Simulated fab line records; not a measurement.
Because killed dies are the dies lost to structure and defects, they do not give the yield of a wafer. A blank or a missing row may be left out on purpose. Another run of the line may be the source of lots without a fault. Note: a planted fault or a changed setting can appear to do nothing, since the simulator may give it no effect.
Split-lot experiment	flow n5 finfet	21 wafers read across 7 lots, on a route 1938 steps long

## THE SPLIT
At N5_BEOL_M3_EXPOSE_08 (exposes mask M3), the setting dose mj was moved away from the recipe's 33 on 5 of the 21 wafers read, by -4.3% to +3.5%. The other wafers ran this setting at the recipe's value.

## FROM THE SPLIT TO THE READING: what the file shows between them, 2 steps
- N5_BEOL_M3_PEB_09: peb time 60 s
- N5_BEOL_M3_DEVELOP_10: develop time 30 s

## THE READING
cd nm at N5_BEOL_M3_CD_MEAS_11, given in nm (cd target 17.05 nm). On this fab line, fault-free wafers typically give 16.97 nm with a standard deviation of 0.24 nm.

wafer	tool, chamber at the split	dose mj as run	against the recipe	cd nm, nm	against lot-mates on the recipe
L079.2	euv scanner-01, 0	33	recipe	17.03	-
L079.4	euv scanner-01, 0	34.16	+3.5%	17.24	+0.46
L079.5	euv scanner-01, 0	33	recipe	16.53	-
L083.1	euv scanner-02, 0	31.57	-4.3%	15.90	-1.24
L083.3	euv scanner-02, 0	31.57	-4.3%	16.17	-0.97
L083.5	euv scanner-02, 0	33	recipe	17.14	-
L084.4	euv scanner-01, 0	33	recipe	16.69	-
L084.5	euv scanner-01, 0	33	recipe	16.39	-
L084.6	euv scanner-01, 0	33	recipe	16.50	-
L088.4	euv scanner-01, 0	33	recipe	17.11	-
L088.5	euv scanner-01, 0	33.69	+2.1%	17.67	+0.55
L088.6	euv scanner-01, 0	33	recipe	17.13	-
L093.2	euv scanner-02, 0	33	recipe	16.97	-
L093.5	euv scanner-02, 0	33	recipe	17.02	-
L093.6	euv scanner-02, 0	33	recipe	16.91	-
L095.2	euv scanner-01, 0	31.83	-3.5%	16.54	-0.49
L095.4	euv scanner-01, 0	33	recipe	17.17	-
L095.6	euv scanner-01, 0	33	recipe	16.89	-
L097.1	euv scanner-01, 0	33	recipe	17.00	-
L097.4	euv scanner-01, 0	33	recipe	17.21	-
L097.6	euv scanner-01, 0	33	recipe	16.95	-

FIT RESULTS
A straight line over all 21 wafers: cd nm changes by +0.175 nm for each +1% of dose mj; r = +0.77; the points scatter about the line by 0.26 nm.
The same after taking each lot's own level away (the mean of its wafers on the recipe; 21 wafers): +0.209 nm for each +1%; r = +0.92; scatter 0.16 nm.
Per that fit: largest dose mj move, reading shift of 0.91 nm.
The span of the lots' own levels, 16.527 to 17.140 nm, comes to 2.6 times the standard deviation stated above.
So the lot-to-lot level blurs the effect unless lot-mates are compared.
Check: for one of the wafers moved furthest among these (-4.3%), held out of the fit, the line's prediction against its lot-mates is -0.786 nm. It came out at -1.24 nm against them.

## THESE WAFERS: OTHER SPLITS
These wafers also went through other splits before the reading. Each is held against what the fit with the lots' levels taken away leaves over:
other split on the same wafers	wafers away from the commonest value	r with cd nm (lot level and that fit taken away)
N5_BEOL_M0_SAQP_SPACER2_ETCHBACK_27 time s	6	-0.13
N5_BEOL_M0_ETCH_128 source w	7	+0.04
N5_BEOL_M2_ETCH_70 source w	7	+0.39
N5_BEOL_M2_TRENCH_ETCH_37 bias w	5	+0.20

## FILE'S OWN FIT
cd nm changes by +0.193 nm for each +1% of dose mj, r = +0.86.
